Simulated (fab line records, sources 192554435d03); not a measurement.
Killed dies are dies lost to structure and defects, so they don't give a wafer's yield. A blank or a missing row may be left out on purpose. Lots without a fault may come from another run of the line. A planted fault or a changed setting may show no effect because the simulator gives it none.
fab line records | flow n5_finfet
record lots=7 wafers=21
route steps=1938 shown BEOL_M4@1040 BEOL_M5@1116 BEOL_M6@1212 BEOL_M8@1349 BEOL_M10@1496
start_h: hours from the record's first day to the start of the lot's first wafer shown | wait_h: hours since the lot's step before | " the same as in the row above | L1.1+2: a row that stands for several wafers | - no value, or no start given | * or withheld: withheld | < > ~ a bound
route shown NAME@n: a module of which the file shows steps, and the number in the route of the first | usual: mean/standard deviation of fault-free wafers | same: alike in all rows | chamber/n: place in a boat | sites: the reading at each site | _std_site: their standard deviation | _edge_site: outer sites' mean less inner sites' | radius_mm: how far each site lies from the wafer's centre | mask NAME#n: copy n | behind: the tool/chamber that last shaped the wafer | hold: why the lot was held/for how many hours/how that ended | device: the transistor (n, p or np) that didn't switch | end of line: the same wafers' tests at the end of the route | a step without rows: its recipe alone | killed: dies lost to structure and defects at the first sort, not the wafer's yield | map: a wafer's dies, x killed, . not, _ none there
set.NAME: the setting as run; set.NAME@STEP: as run at that earlier step | model.NAME: the simulator's own value behind a step, which no gauge read
lots whose settings were changed on purpose; a table a step, a row a wafer
## steps
# step N5_BEOL_M4_ETCH_64
# recipe chemistry=N2/H2 target=SOC target_depth_a=750 overetch_a=225 mask_material=SiARC temp_c=40 time_s=121.9 ion_energy_ev=200 pressure_mtorr=30 source_w=840 bias_w=150 n2_flow_sccm=200 h2_flow_sccm=200
# usual rf_vpp_V=523.7/1.8
# columns lot.wafer tool chamber start_h wait_h set.bias_w rf_vpp_V model.SiARC_of_BEOL_M4_COAT_62.thk_nm
L076.1 rie_diel-06 3 169.70 0.0 150 525.7 6.4
L076.4 " 1 " " 150 522.8 6.6
L076.6 " 3 " " 150 526.2 6.4
L074.3 rie_diel-03 0 178.47 0.0 131.5 480.1 7.2
L074.4 " 3 " " 150 525.3 6.4
L074.5 " 1 " " 131.5 479.9 7.2
L082.1 rie_diel-05 3 203.87 0.0 150 524.4 6.8
L082.3 " 2 " " 128.4 472.0 7.4
L082.6 " 3 " " 150 523.1 6.8
L088.2 rie_diel-03 1 242.77 0.0 150 521.2 6.2
L088.4 " 3 " " 135.9 493.5 7.2
L088.6 " 2 " " 135.9 492.4 6.8
L089.1 rie_diel-06 2 250.33 0.0 150 522.9 6.4
L089.2 " 0 " " 150 524.0 6.2
L089.6 " 3 " " 150 526.0 6.6
L091.2 rie_diel-05 0 259.12 0.0 150 522.7 6.4
L091.4 " 2 " " 150 521.8 6.4
L091.6 " 0 " " 157.3 537.6 6
L094.1 rie_diel-03 2 278.27 0.0 150 525.1 6
L094.2 " 0 " " 150 522.4 6.4
L094.6 " 0 " " 150 523.2 6.4
# step N5_BEOL_M4_COAT_22
# recipe resist=CAR-EUV spin_rpm=1500 resist_thk_nm=30
# columns lot.wafer tool chamber start_h wait_h set.spin_rpm model.CAR-EUV_of_BEOL_M4_COAT_22.thk_nm
L076.1 litho_track-04 0 - - 1388 31.4
L076.4+6 " 0 " " 1500 30
L074.3 litho_track-04 0 - - 1660 28.8
L074.4 " 0 " " 1660 28.6
L074.5 " 0 " " 1500 30.2
L082.1+3 litho_track-02 0 - - 1669 28.4
L082.6 " 0 " " 1500 29.8
L088.2 litho_track-04 0 - - 1500 30
L088.4+6 " 0 " " 1401 31
L089.1+6 litho_track-02 0 - - 1500 30
L089.2 " 0 " " 1500 29.8
L091.2 litho_track-02 0 - - 1500 30
L091.4 " 0 " " 1551 29.8
L091.6 " 0 " " 1551 29.6
L094.1 litho_track-04 0 - - 1500 29.8
L094.2 " 0 " " 1593 29
L094.6 " 0 " " 1500 30
# step N5_BEOL_M4_EBR_24
# recipe solvent=PGMEA ebr_width_mm=1.5
# step N5_BEOL_M4_SOFTBAKE_23
# recipe temp_c=110 time_s=60 resist=CAR-EUV
# step N5_BEOL_M4_DESCUM_33
# recipe chemistry=O2 time_s=7 source_power_w=50 bias_power_w=20 pressure_mtorr=20 rf_frequency_hz=2.712e+07 temp_c=40 resist=CAR-EUV o2_flow_sccm=225
# step N5_BEOL_M4_ETCH_77
# recipe chemistry=N2/H2 target=underlayer target_depth_a=65 mask_material=CAR-EUV time_s=5.2 ion_energy_ev=200 pressure_mtorr=30 source_w=840 bias_w=150 n2_flow_sccm=200 h2_flow_sccm=200 ends=cleared
# columns lot.wafer tool chamber start_h wait_h set.spin_rpm@BEOL_M4_COAT_22 model.CAR-EUV_of_BEOL_M4_COAT_22.thk_nm
L076.1 rie_diel-05 1 170.66 0.0 1388 21.8
L076.4 " 2 " " 1500 20.2
L076.6 " 3 " " 1500 20.4
L074.3 rie_diel-03 0 179.65 0.0 1660 19.2
L074.4 " 2 " " 1660 19
L074.5 " 2 " " 1500 20.6
L082.1 rie_diel-05 1 204.95 0.0 1669 18.8
L082.3 " 0 " " 1669 18.6
L082.6 " 2 " " 1500 20.2
L088.2 rie_diel-05 2 243.60 0.0 1500 20.2
L088.4+6 " 3,1 " " 1401 21.4
L089.1+2+6 rie_diel-06 2,3,2 251.15 0.0 1500 20.2
L091.2 rie_diel-06 0 260.08 0.0 1500 20.2
L091.4 " 2 " " 1551 20
L091.6 " 0 " " 1551 19.8
L094.1 rie_diel-03 2 279.29 0.0 1500 20.2
L094.2 " 3 " " 1593 19.4
L094.6 " 3 " " 1500 20.4
# step N5_BEOL_M5_HM_DEP_02
# recipe material=TiN target_thk_a=200 temp_c=25 chamber_pressure_pa=0.49996
# columns lot.wafer tool chamber start_h wait_h set.target_thk_a model.TiN_of_BEOL_M5_HM_DEP_02.thk_nm
L076.1 pvd_sputter-03 - 182.59 0.1 185.2 19.2
L076.4 " - " " 185.2 19.4
L076.6 " - " " 200 20.8
L074.3 pvd_sputter-02 - 190.87 3.7 200 20.2
L074.4 " - " " 200 20.4
L074.5 " - " " 200 20
L082.1 pvd_sputter-02 - 221.41 0.9 200 20.4
L082.3+6 " - " " 200 20.2
L088.2+6 pvd_sputter-01 - 260.08 1.0 200 20
L088.4 " - " " 200 20.2
L089.1+6 pvd_sputter-01 - 261.94 0.5 200 20.2
L089.2 " - " " 200 19.8
L091.2+4+6 pvd_sputter-03 - 269.62 0.8 200 20.2
L094.1 pvd_sputter-01 - 286.08 0.6 200 20.6
L094.2 " - " " 200 20.4
L094.6 " - " " 209 21.4
# step N5_BEOL_M5_COAT_05
# recipe resist=CAR-EUV spin_rpm=1500 resist_thk_nm=30
# columns lot.wafer tool chamber start_h wait_h set.spin_rpm model.CAR-EUV_of_BEOL_M5_COAT_05.thk_nm
L076.1+4 litho_track-03 0 - - 1452 30.4
L076.6 " 0 " " 1452 30.6
L074.3+4+5 litho_track-02 0 - - 1500 29.8
L082.1+3 litho_track-03 0 - - 1630 28.8
L082.6 " 0 " " 1630 28.6
L088.2+4 litho_track-03 0 - - 1500 30
L088.6 " 0 " " 1439 30.6
L089.1+2 litho_track-01 0 - - 1500 30
L089.6 " 0 " " 1500 29.8
L091.2+6 litho_track-03 0 - - 1582 29.2
L091.4 " 0 " " 1500 30
L094.1+2+6 litho_track-03 0 - - 1500 30
# step N5_BEOL_M5_EBR_07
# recipe solvent=PGMEA ebr_width_mm=1.5
# step N5_BEOL_M5_SOFTBAKE_06
# recipe temp_c=110 time_s=60 resist=CAR-EUV
# step N5_BEOL_M5_EXPOSE_08
# recipe mask_id=M5 na=0.33 source_shape=annular sigma_inner=0.4 sigma_outer=0.8 polarization=unpolarized target_cd_nm=28 dose_mj=35.75
# step N5_BEOL_M5_PEB_09
# recipe peb_temp_c=100 peb_time_s=60 resist=CAR-EUV
# step N5_BEOL_M5_DEVELOP_10
# recipe develop_time_s=30 developer=TMAH resist=CAR-EUV rinse_liquid=surfactant_rinse dry=air_spin dev_temp_c=23
# columns lot.wafer tool chamber start_h wait_h set.spin_rpm@BEOL_M5_COAT_05 model.CAR-EUV_of_BEOL_M5_COAT_05.thk_nm
L076.1+4+6 litho_track-03 0 - - 1452 30
L074.3+4+5 litho_track-02 0 - - 1500 29.4
L082.1+3 litho_track-01 0 - - 1630 28.4
L082.6 " 0 " " 1630 28.2
L088.2+4 litho_track-03 0 - - 1500 29.4
L088.6 " 0 " " 1439 30.2
L089.1+2+6 litho_track-03 0 - - 1500 29.4
L091.2+6 litho_track-03 0 - - 1582 28.8
L091.4 " 0 " " 1500 29.6
L094.1+2+6 litho_track-03 0 - - 1500 29.6
# step N5_BEOL_M5_DESCUM_16
# recipe chemistry=O2 time_s=7 source_power_w=50 bias_power_w=20 pressure_mtorr=20 rf_frequency_hz=2.712e+07 temp_c=40 resist=CAR-EUV o2_flow_sccm=225
# columns lot.wafer tool chamber start_h wait_h set.spin_rpm@BEOL_M5_COAT_05 model.CAR-EUV_of_BEOL_M5_COAT_05.thk_nm
L076.1 rie_diel-02 2 183.20 0.1 1452 26.4
L076.4+6 " 3,1 " " 1452 26.6
L074.3+4+5 rie_diel-01 2,1,3 191.52 0.0 1500 26
L082.1+3 rie_diel-02 3,1 222.07 0.0 1630 24.8
L082.6 " 0 " " 1630 24.6
L088.2+4 rie_diel-02 2,0 260.71 0.1 1500 26
L088.6 " 3 " " 1439 26.8
L089.1+2+6 rie_diel-02 2,3,0 262.46 0.0 1500 26
L091.2+6 rie_diel-04 0,2 270.26 0.0 1582 25.4
L091.4 " 1 " " 1500 26
L094.1 rie_diel-01 1 287.09 0.5 1500 26
L094.2+6 " 2 " " 1500 26.2
# step N5_BEOL_M5_ETCH_72
# recipe chemistry=N2/H2 target=underlayer target_depth_a=65 mask_material=CAR-EUV time_s=5.2 ion_energy_ev=200 pressure_mtorr=30 source_w=840 bias_w=150 n2_flow_sccm=200 h2_flow_sccm=200 ends=cleared
# step N5_BEOL_M5_ETCH_61
# recipe chemistry=CF4 target=SiARC target_depth_a=156 mask_material=CAR-EUV time_s=26 ion_energy_ev=80 pressure_mtorr=40 source_w=545 bias_w=36 Ar_flow_sccm=100 cf4_flow_sccm=100 ends=cleared
# step N5_BEOL_M5_STRIP_73
# recipe chemistry=N2/H2 temp_c=40 n2_flow_sccm=200 h2_flow_sccm=200 rf_frequency_hz=6e+07
# step N5_BEOL_M5_STRIP_64
# recipe chemistry=CF4 resist=SiARC power_w=300 bias_power_w=75 pressure_mtorr=50 cf4_flow_sccm=150 rf_frequency_hz=6e+07
# step N5_BEOL_M5_HM_OPEN_17
# recipe chemistry=Cl2/BCl3 target_depth_a=200 overetch_a=60 target=TiN mask_material=SOC ion_energy_ev=150 pressure_mtorr=10 icp_w=1000 bias_w=126 Cl2_flow_sccm=53.25 bcl3_flow_sccm=21.75 Ar_flow_sccm=25
# columns lot.wafer tool chamber start_h wait_h set.target_thk_a@BEOL_M5_HM_DEP_02 model.etch.depth_nm
L076.1 rie_metal-02 0 183.45 0.0 185.2 19.15
L076.4 " 1 " " 185.2 19.34
L076.6 " 1 " " 200 20.75
L074.3 rie_metal-01 0 191.80 0.1 200 20.24
L074.4 " 1 " " 200 20.44
L074.5 " 1 " " 200 20.09
L082.1 rie_metal-03 0 222.31 0.0 200 20.36
L082.3 " 1 " " 200 20.14
L082.6 " 1 " " 200 20.18
L088.2 rie_metal-02 1 260.96 0.0 200 20.03
L088.4 " 0 " " 200 20.29
L088.6 " 0 " " 200 20.02
L089.1 rie_metal-03 1 262.70 0.0 200 20.17
L089.2 " 0 " " 200 19.83
L089.6 " 1 " " 200 20.13
L091.2 rie_metal-03 1 270.51 0.0 200 20.2
L091.4 " 1 " " 200 20.16
L091.6 " 1 " " 200 20.11
L094.1 rie_metal-03 0 287.34 0.0 200 20.53
L094.2 " 1 " " 200 20.46
L094.6 " 1 " " 209 21.39
# step N5_BEOL_M5_STRIP_19
# recipe chemistry=O2 power_w=400 temp_c=40 pressure_mtorr=30 rf_frequency_hz=6e+07 bias_power_w=0 overash_fraction=0.2 o2_flow_sccm=225
# step N5_BEOL_M5_STRIP_85
# recipe chemistry=C4F6/O2 resist=SiARC rf_frequency_hz=6e+07
# step N5_BEOL_M5_STRIP_36
# recipe chemistry=N2/H2 power_w=450 temp_c=40 pressure_mtorr=20 rf_frequency_hz=6e+07 overash_fraction=0.3 bias_power_w=7 h2_frac=0.5 n2_flow_sccm=200 h2_flow_sccm=200
# step N5_BEOL_M5_TRENCH_ETCH_37
# recipe chemistry=C4F6/O2 target_depth_a=716.52 target=SiCOH_lowk time_s=24.7 ion_energy_ev=250 pressure_mtorr=30 source_w=345 bias_w=185 Ar_flow_sccm=300 C4F6_flow_sccm=10 O2_flow_sccm=10
# columns lot.wafer tool chamber start_h wait_h set.target_thk_a@BEOL_M5_HM_DEP_02 model.TiN_of_BEOL_M5_HM_DEP_02.thk_nm
L076.1 rie_diel-02 1 - - 185.2 17
L076.4 " 1 " " 185.2 17.2
L076.6 " 2 " " 200 18.6
L074.3 rie_diel-02 0 - - 200 18.2
L074.4 " 3 " " 200 18.4
L074.5 " 3 " " 200 18
L082.1+3+6 rie_diel-04 1,2,2 - - 200 18.2
L088.2+4+6 rie_diel-04 2,3,0 - - 200 18
L089.1 rie_diel-01 1 - - 200 18.2
L089.2 " 3 " " 200 17.8
L089.6 " 0 " " 200 18
L091.2+4+6 rie_diel-01 0,2,1 - - 200 18
L094.1 rie_diel-01 1 - - 200 18.6
L094.2 " 3 " " 200 18.4
L094.6 " 2 " " 209 19.2
# step N5_BEOL_M6_ETCH_62
# recipe chemistry=N2/H2 target=SOC target_depth_a=1100 overetch_a=220 mask_material=SiARC temp_c=40 time_s=165 ion_energy_ev=200 pressure_mtorr=30 source_w=840 bias_w=150 n2_flow_sccm=200 h2_flow_sccm=200
# columns lot.wafer tool chamber start_h wait_h set.time_s model.SiARC_of_BEOL_M6_COAT_60.thk_nm
L076.1 rie_diel-03 3 194.44 0.0 165 28.4
L076.4 " 2 " " 191.7 27
L076.6 " 3 " " 165 28.6
L074.3 rie_diel-05 2 204.11 0.0 150 29.2
L074.4 " 3 " " 165 28.8
L074.5 " 2 " " 165 28.6
L082.1 rie_diel-05 0 235.07 0.0 199.7 27.2
L082.3 " 3 " " 165 29.2
L082.6 " 0 " " 199.7 27
L088.2 rie_diel-05 1 274.06 0.0 165 28.4
L088.4+6 " 3 " " 165 29
L089.1+2+6 rie_diel-05 0,2,2 278.24 0.0 165 28.6
L091.2 rie_diel-03 2 280.90 0.0 150.9 28.8
L091.4 " 2 " " 150.9 29
L091.6 " 3 " " 165 28.8
L094.1+2 rie_diel-03 3,0 298.67 0.0 165 28.8
L094.6 " 2 " " 165 28.2
# step N5_BEOL_M6_STRIP_68
# recipe chemistry=N2/H2 temp_c=40 n2_flow_sccm=200 h2_flow_sccm=200 rf_frequency_hz=6e+07
# step N5_BEOL_M6_STRIP_67
# recipe chemistry=CF4 resist=SiARC power_w=300 bias_power_w=75 pressure_mtorr=50 cf4_flow_sccm=150 rf_frequency_hz=6e+07
# step N5_BEOL_M6_HM_OPEN_17
# recipe chemistry=Cl2/BCl3 target_depth_a=200 overetch_a=60 target=TiN mask_material=SOC ion_energy_ev=150 pressure_mtorr=10 icp_w=1000 bias_w=126 Cl2_flow_sccm=53.25 bcl3_flow_sccm=21.75 Ar_flow_sccm=25
# columns lot.wafer tool chamber start_h wait_h set.time_s@BEOL_M6_ETCH_62 model.etch.depth_nm
L076.1 rie_metal-02 1 194.63 0.0 165 20
L076.4 " 1 " " 191.7 17.17
L076.6 " 0 " " 165 20.07
L074.3 rie_metal-02 1 204.33 0.1 150 19.57
L074.4 " 0 " " 165 19.98
L074.5 " 1 " " 165 19.63
L082.1 rie_metal-02 1 235.26 0.0 199.7 16.77
L082.3 " 1 " " 165 20.09
L082.6 " 1 " " 199.7 16.78
L088.2 rie_metal-03 1 274.26 0.0 165 20.05
L088.4 " 1 " " 165 20.04
L088.6 " 1 " " 165 19.96
L089.1+6 rie_metal-01 1 278.43 0.0 165 20.17
L089.2 " 0 " " 165 19.88
L091.2 rie_metal-02 0 281.09 0.0 150.9 20.16
L091.4 " 1 " " 150.9 20
L091.6 " 0 " " 165 19.92
L094.1 rie_metal-01 0 298.85 0.0 165 20.11
L094.2 " 0 " " 165 20.29
L094.6 " 0 " " 165 20.22
# step N5_BEOL_M6_COAT_71
# recipe resist=underlayer temp_c=205 time_s=60 spin_rpm=1500 resist_thk_nm=5
# columns lot.wafer tool chamber start_h wait_h set.spin_rpm
L076.1 litho_track-03 0 - - 1351
L076.4+6 " 0 " " 1500
L074.3+4 litho_track-05 0 - - 1500
L074.5 " 0 " " 1343
L082.1+3 litho_track-05 0 - - 1500
L082.6 " 0 " " 1581
L088.2 litho_track-03 0 - - 1393
L088.4+6 " 0 " " 1500
L089.1+2+6 litho_track-05 0 - - 1500
L091.2+6 litho_track-03 0 - - 1500
L091.4 " 0 " " 1574
L094.1+6 litho_track-03 0 - - 1500
L094.2 " 0 " " 1338
# step N5_BEOL_M6_COAT_22
# recipe resist=CAR-EUV spin_rpm=1500 resist_thk_nm=30
# step N5_BEOL_M6_EBR_24
# recipe solvent=PGMEA ebr_width_mm=1.5
# step N5_BEOL_M6_DESCUM_33
# recipe chemistry=O2 time_s=7 source_power_w=50 bias_power_w=20 pressure_mtorr=20 rf_frequency_hz=2.712e+07 temp_c=40 resist=CAR-EUV o2_flow_sccm=225
# step N5_BEOL_M6_ETCH_72
# recipe chemistry=N2/H2 target=underlayer target_depth_a=65 mask_material=CAR-EUV time_s=5.2 ion_energy_ev=200 pressure_mtorr=30 source_w=840 bias_w=150 n2_flow_sccm=200 h2_flow_sccm=200 ends=cleared
# columns lot.wafer tool chamber start_h wait_h set.spin_rpm@BEOL_M6_COAT_71 model.etch.depth_nm
L076.1 rie_diel-05 1 197.68 0.0 1351 5.264
L076.4 " 2 " " 1500 4.999
L076.6 " 3 " " 1500 4.992
L074.3 rie_diel-05 1 207.78 0.0 1500 4.988
L074.4 " 2 " " 1500 4.989
L074.5 " 1 " " 1343 5.244
L082.1 rie_diel-03 0 237.03 0.0 1500 5.003
L082.3 " 1 " " 1500 5.001
L082.6 " 3 " " 1581 4.867
L088.2 rie_diel-06 2 277.24 0.0 1393 5.187
L088.4 " 0 " " 1500 5.013
L088.6 " 3 " " 1500 4.995
L089.1 rie_diel-06 1 279.23 0.0 1500 4.993
L089.2 " 0 " " 1500 4.976
L089.6 " 2 " " 1500 4.988
L091.2 rie_diel-03 0 281.75 0.0 1500 4.982
L091.4 " 0 " " 1574 4.868
L091.6 " 2 " " 1500 5.004
L094.1 rie_diel-05 0 300.75 0.0 1500 5.014
L094.2 " 1 " " 1338 5.3
L094.6 " 2 " " 1500 5.022
# step N5_BEOL_M6_DEP_56
# recipe material=SiCN target_thk_a=100 temp_c=withheld precursor=3MS/NH3 pressure_torr=3 rf_w=202 time_s=17.5
# columns lot.wafer tool chamber start_h wait_h set.time_s model.SiCN_of_BEOL_M6_DEP_56.thk_nm
L076.1+6 pecvd-02 2 200.52 0.0 17.5 9.6
L076.4 " 0 " " 15.97 9.2
L074.3 pecvd-01 1 211.35 0.0 17.5 9.6
L074.4 " 1 " " 19.14 10.4
L074.5 " 0 " " 17.5 10
L082.1 pecvd-02 0 239.87 0.0 17.5 10
L082.3 " 1 " " 18.76 10.2
L082.6 " 0 " " 18.76 10.8
L088.2 pecvd-04 0 279.92 0.0 17.5 9.8
L088.4 " 0 " " 17.5 10.2
L088.6 " 1 " " 17.5 10
L089.1 pecvd-01 2 281.61 0.0 17.5 10
L089.2 " 1 " " 17.5 9.6
L089.6 " 2 " " 17.5 10.2
L091.2+4 pecvd-01 0,2 285.00 0.0 15.39 8.8
L091.6 " 0 " " 17.5 9.8
L094.1 pecvd-02 2 304.22 0.0 14.91 8.4
L094.2 " 0 " " 17.5 10.2
L094.6 " 1 " " 17.5 10
# step N5_BEOL_M8_ETCH_61
# recipe chemistry=CF4 target=SiARC target_depth_a=455 mask_material=CAR-ArF time_s=75.8 ion_energy_ev=80 pressure_mtorr=40 source_w=545 bias_w=36 Ar_flow_sccm=100 cf4_flow_sccm=100 ends=cleared
# usual rf_vpp_V=183.9/0.89
# columns lot.wafer tool chamber start_h wait_h set.bias_w rf_vpp_V
L076.1 rie_diel-05 3 211.25 0.0 36 183.7
L076.4 " 2 " " 33.38 174.3
L076.6 " 0 " " 33.38 174.2
L074.3 rie_diel-05 3 224.90 0.0 36 183.6
L074.4 " 3 " " 36 184.4
L074.5 " 0 " " 36 183.9
L082.1 rie_diel-05 0 248.31 0.0 36 184.4
L082.3 " 1 " " 36 184.5
L082.6 " 3 " " 39.22 193.6
L088.2 rie_diel-06 3 289.52 0.0 37.96 192.1
L088.4 " 2 " " 36 183.6
L088.6 " 3 " " 36 183.9
L089.1 rie_diel-06 0 293.88 0.0 36 184.3
L089.2 " 3 " " 36 183.6
L089.6 " 1 " " 36 183.9
L091.2 rie_diel-03 2 296.00 0.0 36 185.0
L091.4 " 0 " " 36 183.3
L091.6 " 1 " " 36 184.4
L094.1 rie_diel-06 0 316.77 0.0 30.75 167.5
L094.2 " 1 " " 36 183.4
L094.6 " 1 " " 30.75 166.7
# step N5_BEOL_M10_COAT_22
# recipe resist=CAR-ArF spin_rpm=1500 resist_thk_nm=90
# columns lot.wafer tool chamber start_h wait_h set.spin_rpm model.CAR-ArF_of_BEOL_M10_COAT_22.thk_nm
L076.1+6 litho_track-01 0 - - 1500 89.6
L076.4 " 0 " " 1500 89.8
L074.3 litho_track-02 0 - - 1500 90.2
L074.4 " 0 " " 1457 91.6
L074.5 " 0 " " 1457 91.4
L082.1+3 litho_track-01 0 - - 1500 89.6
L082.6 " 0 " " 1500 89.4
L088.2 litho_track-03 0 - - 1500 90.2
L088.4 " 0 " " 1500 89.8
L088.6 " 0 " " 1406 93
L089.1 litho_track-03 0 - - 1500 90.2
L089.2+6 " 0 " " 1500 90
L091.2 litho_track-01 0 - - 1500 89.6
L091.4 " 0 " " 1500 89.2
L091.6 " 0 " " 1362 94
L094.1 litho_track-02 0 - - 1554 88.4
L094.2 " 0 " " 1554 88.2
L094.6 " 0 " " 1500 89.8
## key
split step=N5_BEOL_M4_ETCH_64 setting=bias_w stated=150 by=wafer
response step=N5_BEOL_M4_ETCH_64 reading=rf_vpp_V change=+3.49 per=1% r=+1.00
response step=N5_BEOL_M4_ETCH_64 reading=model.SiARC_of_BEOL_M4_COAT_62.thk_nm change=-0.0593 per=1% r=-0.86
split step=N5_BEOL_M4_COAT_22 setting=spin_rpm stated=1500 by=wafer
response step=N5_BEOL_M4_COAT_22 reading=model.CAR-EUV_of_BEOL_M4_COAT_22.thk_nm change=-0.142 per=1% r=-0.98
response step=N5_BEOL_M4_ETCH_77 reading=model.CAR-EUV_of_BEOL_M4_COAT_22.thk_nm change=-0.15 per=1% r=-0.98
split step=N5_BEOL_M5_HM_DEP_02 setting=target_thk_a stated=200 by=wafer
response step=N5_BEOL_M5_HM_DEP_02 reading=model.TiN_of_BEOL_M5_HM_DEP_02.thk_nm change=+0.202 per=1% r=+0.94
response step=N5_BEOL_M5_HM_OPEN_17 reading=model.etch.depth_nm change=+0.203 per=1% r=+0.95
response step=N5_BEOL_M5_TRENCH_ETCH_37 reading=model.TiN_of_BEOL_M5_HM_DEP_02.thk_nm change=+0.19 per=1% r=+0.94
split step=N5_BEOL_M5_COAT_05 setting=spin_rpm stated=1500 by=wafer
response step=N5_BEOL_M5_COAT_05 reading=model.CAR-EUV_of_BEOL_M5_COAT_05.thk_nm change=-0.147 per=1% r=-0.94
response step=N5_BEOL_M5_DEVELOP_10 reading=model.CAR-EUV_of_BEOL_M5_COAT_05.thk_nm change=-0.164 per=1% r=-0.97
response step=N5_BEOL_M5_DESCUM_16 reading=model.CAR-EUV_of_BEOL_M5_COAT_05.thk_nm change=-0.141 per=1% r=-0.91
split step=N5_BEOL_M6_ETCH_62 setting=time_s stated=165 by=wafer
response step=N5_BEOL_M6_ETCH_62 reading=model.SiARC_of_BEOL_M6_COAT_60.thk_nm change=-0.0859 per=1% r=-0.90
response step=N5_BEOL_M6_HM_OPEN_17 reading=model.etch.depth_nm shape=bent at_lowest=19.57 at_stated=20.04 at_highest=16.77
split step=N5_BEOL_M6_COAT_71 setting=spin_rpm stated=1500 by=wafer
response step=N5_BEOL_M6_ETCH_72 reading=model.etch.depth_nm change=-0.0257 per=1% r=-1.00
split step=N5_BEOL_M6_DEP_56 setting=time_s stated=17.5 by=wafer
response step=N5_BEOL_M6_DEP_56 reading=model.SiCN_of_BEOL_M6_DEP_56.thk_nm change=+0.086 per=1% r=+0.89
split step=N5_BEOL_M8_ETCH_61 setting=bias_w stated=36 by=wafer
response step=N5_BEOL_M8_ETCH_61 reading=rf_vpp_V change=+1.16 per=1% r=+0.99
split step=N5_BEOL_M10_COAT_22 setting=spin_rpm stated=1500 by=wafer
response step=N5_BEOL_M10_COAT_22 reading=model.CAR-ArF_of_BEOL_M10_COAT_22.thk_nm change=-0.484 per=1% r=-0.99
